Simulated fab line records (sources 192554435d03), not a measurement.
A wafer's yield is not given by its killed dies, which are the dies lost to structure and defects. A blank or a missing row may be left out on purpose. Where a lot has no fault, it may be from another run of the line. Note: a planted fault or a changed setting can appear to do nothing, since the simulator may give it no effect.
Which of the tools did it? / flow n5 finfet / 36 wafers from 12 lots sampled at 4 of the route's 1938 steps

== WHAT THE GAUGES SHOWED, per wafer ==
N5_BEOL_M7_INSPECT_13: inspects for defects (brightfield). Usual: 373 for raw defect count, sd 86.
lot=L574; measured=day 9 15:37; on=defect inspect-01; raw defect count=318 374 310; flag=
lot=L576; measured=day 9 23:42; on=defect inspect-01; raw defect count=289 366 279; flag=
lot=L578; measured=day 10 08:05; on=defect inspect-01; raw defect count=262 370 450; flag=
lot=L579; measured=day 10 15:26; on=defect inspect-02; raw defect count=318 337 304; flag=
lot=L586; measured=day 12 10:29; on=defect inspect-01; raw defect count=374 273 369; flag=
lot=L588; measured=day 12 18:29; on=defect inspect-01; raw defect count=296 276 365; flag=
lot=L587; measured=day 12 21:04; on=defect inspect-01; raw defect count=284 272 287; flag=
lot=L589; measured=day 13 05:56; on=defect inspect-01; raw defect count=419 380 468; flag=
lot=L590; measured=day 13 16:20; on=defect inspect-01; raw defect count=275 318 274; flag=
lot=L591; measured=day 13 21:20; on=defect inspect-01; raw defect count=454 461 502; flag=
lot=L592; measured=day 14 05:13; on=defect inspect-01; raw defect count=344 377 407; flag=
lot=L593; measured=day 14 10:49; on=defect inspect-01; raw defect count=335 347 472; flag=

N5_BEOL_M7_CD_MEAS_28 targets a cd of 40 nm. Usual: 40.10 nm for cd nm, sd 0.27.
lot=L574; measured=day 9 17:43; on=cd sem-02; cd nm (nm)=40.14 39.87 40.04; flag=
lot=L576; measured=day 10 02:32; on=cd sem-03; cd nm (nm)=39.65 40.03 40.34; flag=
lot=L578; measured=day 10 09:55; on=cd sem-03; cd nm (nm)=40.17 40.28 39.89; flag=
lot=L579; measured=day 10 17:38; on=cd sem-02; cd nm (nm)=40.43 39.98 40.54; flag=
lot=L586; measured=day 12 13:28; on=cd sem-03; cd nm (nm)=39.90 39.95 39.94; flag=
lot=L588; measured=day 12 20:11; on=cd sem-03; cd nm (nm)=40.00 40.00 39.83; flag=
lot=L587; measured=day 12 23:14; on=cd sem-01; cd nm (nm)=40.44 40.21 39.64; flag=
lot=L589; measured=day 13 07:44; on=cd sem-03; cd nm (nm)=40.10 40.16 40.34; flag=
lot=L590; measured=day 13 17:20; on=cd sem-03; cd nm (nm)=39.67 40.04 40.32; flag=
lot=L591; measured=day 14 01:02; on=cd sem-01; cd nm (nm)=39.80 39.87 40.03; flag=
lot=L592; measured=day 14 06:01; on=cd sem-01; cd nm (nm)=39.41 40.21 39.64; flag=
lot=L593; measured=day 14 12:36; on=cd sem-01; cd nm (nm)=39.84 39.86 40.13; flag=

N5_BEOL_M7_INSPECT_30: inspects for defects (brightfield). Usual: 383 for raw defect count, sd 85.
lot=L574; measured=day 9 17:49; on=defect inspect-01; raw defect count=299 361 316; flag=
lot=L576; measured=day 10 02:37; on=defect inspect-01; raw defect count=293 349 281; flag=
lot=L578; measured=day 10 10:00; on=defect inspect-02; raw defect count=300 396 465; flag=
lot=L579; measured=day 10 17:44; on=defect inspect-02; raw defect count=300 364 302; flag=
lot=L586; measured=day 12 13:33; on=defect inspect-02; raw defect count=386 300 394; flag=
lot=L588; measured=day 12 20:17; on=defect inspect-02; raw defect count=320 308 361; flag=
lot=L587; measured=day 12 23:19; on=defect inspect-02; raw defect count=334 304 329; flag=
lot=L589; measured=day 13 07:50; on=defect inspect-02; raw defect count=453 429 542; flag=
lot=L590; measured=day 13 17:26; on=defect inspect-02; raw defect count=297 345 310; flag=
lot=L591; measured=day 14 01:08; on=defect inspect-02; raw defect count=497 551 532; flag=
lot=L592; measured=day 14 06:06; on=defect inspect-01; raw defect count=347 392 386; flag=
lot=L593; measured=day 14 12:41; on=defect inspect-02; raw defect count=365 399 500; flag=

== WHICH TOOL RAN EACH LOT (tool, then ch and the chambers of the sampled wafers, then the start) ==
lot=L574; N5_BEOL_M7_COAT_63=litho track-01 ch 0, day 9 17:27
lot=L576; N5_BEOL_M7_COAT_63=litho track-01 ch 0, day 10 02:16
lot=L578; N5_BEOL_M7_COAT_63=litho track-01 ch 0, day 10 09:31
lot=L579; N5_BEOL_M7_COAT_63=litho track-01 ch 0, day 10 17:14
lot=L586; N5_BEOL_M7_COAT_63=litho track-02 ch 0, day 12 13:01
lot=L588; N5_BEOL_M7_COAT_63=litho track-04 ch 0, day 12 19:48
lot=L587; N5_BEOL_M7_COAT_63=litho track-01 ch 0, day 12 22:58
lot=L589; N5_BEOL_M7_COAT_63=litho track-02 ch 0, day 13 07:28
lot=L590; N5_BEOL_M7_COAT_63=litho track-01 ch 0, day 13 17:03
lot=L591; N5_BEOL_M7_COAT_63=litho track-01 ch 0, day 14 00:37
lot=L592; N5_BEOL_M7_COAT_63=litho track-02 ch 0, day 14 05:44
lot=L593; N5_BEOL_M7_COAT_63=litho track-02 ch 0, day 14 12:14
- N5_BEOL_M7_COAT_63: time 60 s, resist thk 60 nm.

== WHAT THE TOOLS THEMSELVES READ (means of the sampled wafers that have a number; where no wafer has one, the mark that the record gives instead) ==
N5_BEOL_M7_COAT_63. Usual: chill plate temp C 23.02 C, standard deviation 0.11; heater power total W 500.5 W, standard deviation 1.8; plate temp C 249.96 C, standard deviation 0.18.
lot=L574; tool=litho track-01; chill plate temp C (C)=22.98; heater power total W (W)=500.2; plate temp C (C)=249.88; flag=
lot=L576; tool=litho track-01; chill plate temp C (C)=22.91; heater power total W (W)=519.5; plate temp C (C)=258.39; flag=OFF
lot=L578; tool=litho track-01; chill plate temp C (C)=23.22; heater power total W (W)=519.9; plate temp C (C)=258.30; flag=OFF
lot=L579; tool=litho track-01; chill plate temp C (C)=23.04; heater power total W (W)=519.7; plate temp C (C)=258.19; flag=OFF
lot=L586; tool=litho track-02; chill plate temp C (C)=23.05; heater power total W (W)=499.6; plate temp C (C)=249.96; flag=
lot=L588; tool=litho track-04; chill plate temp C (C)=22.93; heater power total W (W)=499.6; plate temp C (C)=249.84; flag=
lot=L587; tool=litho track-01; chill plate temp C (C)=23.13; heater power total W (W)=500.5; plate temp C (C)=249.82; flag=
lot=L589; tool=litho track-02; chill plate temp C (C)=23.01; heater power total W (W)=502.1; plate temp C (C)=249.97; flag=
lot=L590; tool=litho track-01; chill plate temp C (C)=23.05; heater power total W (W)=498.7; plate temp C (C)=249.95; flag=
lot=L591; tool=litho track-01; chill plate temp C (C)=22.97; heater power total W (W)=501.5; plate temp C (C)=249.93; flag=
lot=L592; tool=litho track-02; chill plate temp C (C)=23.15; heater power total W (W)=499.7; plate temp C (C)=249.87; flag=
lot=L593; tool=litho track-02; chill plate temp C (C)=23.03; heater power total W (W)=500.0; plate temp C (C)=249.87; flag=

== THE ANSWER, worked out from the rows above alone ==
Rule: lot off if the mean of its wafers having a number is beyond 3 standard deviations from the usual mean. A lot without any number at a reading at which 4 lots or more have one is off too. Any other lot the step has rows for is counted as sound. After the gauges, taken in route order, come the tools' own readings; for these a lot's mean is taken, as printed above. At the first step where some lot is off, the reading lying furthest off is the one used; lots without a number count as furthest.
Off, at N5_BEOL_M7_COAT_63 on plate temp C: L576, L578, L579.
If a tool, at that step or one of the process steps before it, ran each lot that is off and ran no sound lot following the first of them, it fits. None of those tried fits.

== WHAT WAS PUT IN BY THE SIMULATOR ==
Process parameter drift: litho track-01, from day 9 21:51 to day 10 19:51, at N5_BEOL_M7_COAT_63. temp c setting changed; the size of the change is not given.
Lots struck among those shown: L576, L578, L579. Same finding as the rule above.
